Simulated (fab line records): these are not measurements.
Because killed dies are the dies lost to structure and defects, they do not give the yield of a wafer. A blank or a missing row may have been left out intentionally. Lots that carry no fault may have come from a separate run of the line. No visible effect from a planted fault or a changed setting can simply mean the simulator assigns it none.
Struck lot and sound lot, side by side / flow n5_finfet / 13 out of 1938 route steps
Sound: the wafers L541.1, L541.5, L541.6. Struck: wafers L557.4, L557.5, L557.6. The cause is given at the end.
Order at every step that has rows: each side's tool, ch and its chambers, its first start. Under that, the readings that differ: sound wafers / struck wafers / difference of the means / sigmas: that difference in standard deviations of wafers without a fault.
alike: readings with means less than 2 such deviations apart, plus words and numbers identical on both sides. not compared: withheld readings, readings lacking a value on some wafer, bounds such as >300 that could conceal the same value, and numbers that have no deviation in the record and whose values overlap.
The two part at a step that has a row with sigmas, a row that says differs or no value, or rows on one side only. Non-overlapping numbers with no deviation appear without sigmas and do not part them. A reading that every wafer of one side lacks parts them only if that side has two wafers or more.

first, 9 steps without rows for these wafers: N5_BEOL_M4_SOFTBAKE_23 (time 60 s); N5_BEOL_M4_EXPOSE_25 (exposes mask V3, defocus 5 nm); N5_BEOL_M4_PEB_26 (peb time 60 s); N5_BEOL_M4_DEVELOP_27 (develop time 30 s); N5_BEOL_M4_DESCUM_33 (chemistry O2, time 7 s); N5_BEOL_M4_ETCH_77 (etches underlayer in N2/H2, target depth 6.5 nm, time 5.2 s); N5_BEOL_M4_ETCH_69 (etches SiARC in CF4, target depth 15.6 nm, time 26 s); N5_BEOL_M4_ALD_98 (deposits SiO2, target thk 2.5 nm, pulse time 1 s, co reactant pulse time 1 s); N5_BEOL_M4_ETCHBACK_99 (etches SiO2 in CHF3, target depth 5 nm, time 10.4 s).
N5_BEOL_M4_ETCH_70: etches SOC in N2/H2, target depth 80 nm, overetch 24 nm, time 130 s.
  sound on rie_diel-02 ch 0,1,2, day 8 03:45; struck on rie_diel-02 ch 1,2, day 12 01:41
reading=bias_w (W); sound=149.7 149.4 150.3; struck=125.4 125.7 125.9; difference=-24.1; sigmas=-56
reading=rf_vpp_V (V); sound=520.9 521.0 521.7; struck=467.0 466.5 467.7; difference=-54.1; sigmas=-24
reading=model.SiARC_of_BEOL_M4_COAT_68.thk_nm (nm); sound=5.6 6 6; struck=7.2 7.4 7.4; difference=+1.5; sigmas=
  alike: chamber_pressure_mTorr, drypump_motor_current_A, oes_product_au, rf_fwd_power_W, showerhead_plenum_p_Torr, throttle_valve_pct
  not compared: rf_hours_counter_h
then, 1 step without rows for these wafers: N5_BEOL_M4_STRIP_71 (strips in N2/H2).
N5_BEOL_M4_RC_MEAS_101:
  sound on prober-01 ch 0, day 8 09:55; struck on prober-01 ch 0, day 12 08:28
  alike: DIBL_N, DIBL_P, IOFF_N, IOFF_P, ION_N, ION_P, SS_N, SS_P, VT_N, VT_P
-- a jump in the record: the struck wafers' starts before and after are 5 days apart (it breaks off in module BEOL_M4 and resumes in module PASSIVATION, where the first step shown is number 1936 of the route) --
N5_PASSIVATION_PROBE_49:
  the record has rows for the struck wafers here (prober-01, day 17 17:03) and none for the sound ones

## WHERE THEY PART
Last at N5_PASSIVATION_PROBE_49 as far as this record goes, first at N5_BEOL_M4_ETCH_70.

WHY: what had been put in by the simulator
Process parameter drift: rie_diel-02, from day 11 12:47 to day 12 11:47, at N5_BEOL_M4_ETCH_70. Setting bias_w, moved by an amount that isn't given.
